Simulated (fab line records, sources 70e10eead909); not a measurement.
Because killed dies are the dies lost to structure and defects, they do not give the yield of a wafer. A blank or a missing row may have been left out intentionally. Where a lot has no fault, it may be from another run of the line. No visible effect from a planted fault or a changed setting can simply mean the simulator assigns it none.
A lot that was struck, set against a sound lot | flow nand_harc | 21 steps out of a route of 1302
Sound: wafers L186.1, L186.3, L186.4. The struck wafers were L192.2, L192.3, L192.4. At the end, the cause is stated.
For every step that has rows: the tool of each side, followed by ch and its chambers, followed by its first start. Under that, the readings that differ: sound wafers | struck wafers | difference of the means | sigmas: that difference in standard deviations of wafers without a fault.
alike: same words and numbers on both sides, and readings whose means sit less than 2 such deviations apart. not compared: any withheld reading, any reading some wafer has no value for, any bound like >300 that may hide the same value, and any number with overlapping values for which the record gives no deviation.
The two part at a step that has a row with sigmas, a row that says differs or no value, or rows on one side only. Numbers that have no deviation but don't overlap get no sigmas and don't part them. A reading missing from all wafers of one side parts the sides only when that side holds two or more wafers.

first, 5 steps without rows for these wafers: NHARC_P_GATE_STRIP_15 (strips in SPM, time 780 s); NHARC_P_GATE_PRECLEAN_71 (cleans in SC1); NHARC_P_GATE_SRD_72; NHARC_P_GATE_OXIDE_16 (material SiO2, target thk 3 nm, ox time 392 s); NHARC_P_GATE_CVD_17 (deposits poly-Si, target thk 150 nm, time 900 s).
NHARC_P_GATE_HM_DEP_102: deposits aC, target thk 120 nm.
  sound on acl_dep-01 ch 0, day 7 19:25; struck on acl_dep-01 ch 0, day 10 07:07
  alike: throttle_valve_pct
NHARC_P_GATE_DEP_103: deposits SiON, target thk 30 nm.
  sound on pecvd-03 ch 1,2, day 7 20:07; struck on pecvd-04 ch 0,2, day 10 07:41
  alike: heater_power_outer_w, heater_power_w
then, 5 steps without rows for these wafers: NHARC_P_GATE_DEHYDRATE_18 (time 120 s); NHARC_P_GATE_HMDS_19 (time 30 s); NHARC_P_GATE_COAT_20 (resist thk 90 nm); NHARC_P_GATE_SOFTBAKE_21 (time 55 s); NHARC_P_GATE_EBR_22.
NHARC_P_GATE_EXPOSE_23: exposes mask P GATE, target cd 120 nm.
  sound on arfi_scanner-02 ch 0, day 7 20:38; struck on arfi_scanner-02 ch 0, day 10 08:14
  reading | sound                      | struck                              | difference | sigmas
  mask    | P_GATE#0 P_GATE#0 P_GATE#0 | P_GATE_R1#0 P_GATE_R1#0 P_GATE_R1#0 | differs    |
then, 2 steps without rows for these wafers: NHARC_P_GATE_PEB_24 (peb time 65 s); NHARC_P_GATE_DEVELOP_25 (develop time 35 s).
NHARC_P_GATE_CD_MEAS_26: the cd target is 120 nm.
  sound on cd_sem-02 ch 0, day 7 20:46; struck on cd_sem-01 ch 0, day 10 08:22
  reading    | sound             | struck            | difference | sigmas
  cd_nm (nm) | 121.3 121.1 120.8 | 117.5 117.2 117.8 | -3.6       | -5
NHARC_P_GATE_OVL_MEAS_27:
  sound on overlay-01 at day 7 20:52; struck on overlay-02 at day 10 08:28
  alike: overlay_x_nm, overlay_y_nm
NHARC_P_GATE_INSPECT_28:
  sound on defect_inspect-01 at day 7 20:54; struck on defect_inspect-01 at day 10 08:29
  alike: raw_defect_count
NHARC_P_GATE_DESCUM_31: chemistry O2, time 3 s.
  sound on rie_diel-05 ch 1,2,3, day 7 20:58; struck on rie_diel-06 ch 0,1,2, day 10 08:34
  reading                 | sound           | struck            | difference | sigmas
  model.P_GATE.cd_nm (nm) | 120.9 120.7 121 | 117.4 116.5 117.7 | -3.7       |
  alike: drypump_motor_current_A, oes_product_au, rf_vpp_V, showerhead_plenum_p_Torr, throttle_valve_pct
  not compared: rf_hours_counter_h
NHARC_P_GATE_ETCH_104: etches the open film in CF4/CHF3, target depth 60 nm.
  sound on rie_diel-05 ch 0,1,2, day 7 21:03; struck on rie_diel-06 ch 0,1,2, day 10 08:40
  reading                 | sound             | struck            | difference | sigmas
  model.P_GATE.cd_nm (nm) | 121.4 120.6 121.4 | 117.6 116.9 117.7 | -3.7       |
  alike: drypump_motor_current_A, oes_product_au, rf_vpp_V, showerhead_plenum_p_Torr, throttle_valve_pct
NHARC_P_GATE_HM_OPEN_105: chemistry O2/COS, target depth 360 nm.
  sound on rie_diel-05 ch 0,1,2; struck on rie_diel-06 ch 0,1
  alike: drypump_motor_current_A, oes_product_au, rf_vpp_V, showerhead_plenum_p_Torr, throttle_valve_pct
  not compared: rf_hours_counter_h

WHERE THEY PART
Earliest at NHARC_P_GATE_EXPOSE_23; latest, in this record, at NHARC_P_GATE_CD_MEAS_26. Later steps at which nothing parts them and some readings are alike: NHARC_P_GATE_OVL_MEAS_27, NHARC_P_GATE_INSPECT_28, NHARC_P_GATE_DESCUM_31, NHARC_P_GATE_ETCH_104, NHARC_P_GATE_HM_OPEN_105.

WHY: what had been put in by the simulator
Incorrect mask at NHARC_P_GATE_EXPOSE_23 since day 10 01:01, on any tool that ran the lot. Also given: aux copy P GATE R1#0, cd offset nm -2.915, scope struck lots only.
